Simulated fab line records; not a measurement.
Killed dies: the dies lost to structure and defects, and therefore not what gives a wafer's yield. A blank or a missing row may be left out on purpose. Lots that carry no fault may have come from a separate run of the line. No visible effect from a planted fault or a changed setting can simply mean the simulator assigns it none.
Chamber matching ; flow nand-harc ; NHARC_A_STAIRCASE_DESCUM_291 on rie-diel-13 has 4 sister chambers
The step chemistry O2, time 3 s. 8 wafers are shown with their chamber, then 9 later ones without.

WAFERS WITH THEIR CHAMBER
wafer;chamber;showerhead-plenum-p-Torr (Torr);drypump-motor-current-A (A)
L078.2;1;2.07;6.5
L078.5;1;2.07;6.4
L082.5;3;1.78;5.6
L084.5;0;1.95;6.3
L084.6;3;1.77;5.5
L087.1;2;1.89;6.5
L087.2;0;1.95;6.3
L087.5;2;1.89;6.5

WAFERS WITH NO CHAMBER GIVEN
wafer;showerhead-plenum-p-Torr (Torr);drypump-motor-current-A (A)
L093.2;2.06;6.4
L093.5;2.06;6.4
L093.6;1.95;6.3
L092.1;1.89;6.5
L092.3;2.07;5.6
L092.5;2.06;6.4
L097.2;2.07;5.5
L097.3;1.94;6.3
L097.4;1.88;6.5

THE CHAMBER EACH PASSED THROUGH
wafer;from the rows above;in truth
L093.2;1;1
L093.5;1;1
L093.6;0;0
L092.1;2;2
L092.3;1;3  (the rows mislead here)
L092.5;1;1
L097.2;1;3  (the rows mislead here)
L097.3;0;0
L097.4;2;2
Correct placement for 7 of the 9. Not placeable from these rows: 0. 2 placed wrongly.
How it was worked out, from the rows above alone: a wafer's distance from a chamber is the root of the sum, over the readings, of the square of ((its reading less the chamber's mean) divided by the reading's scatter). The wafer belongs to the nearest chamber; if the next one is less than 2 further off, it can't be placed. Each chamber's mean is taken over the wafers shown for it. The scatter: the root of (the sum of the squares of (reading less its chamber's mean) over the shown wafers, divided by (wafers less chambers)).
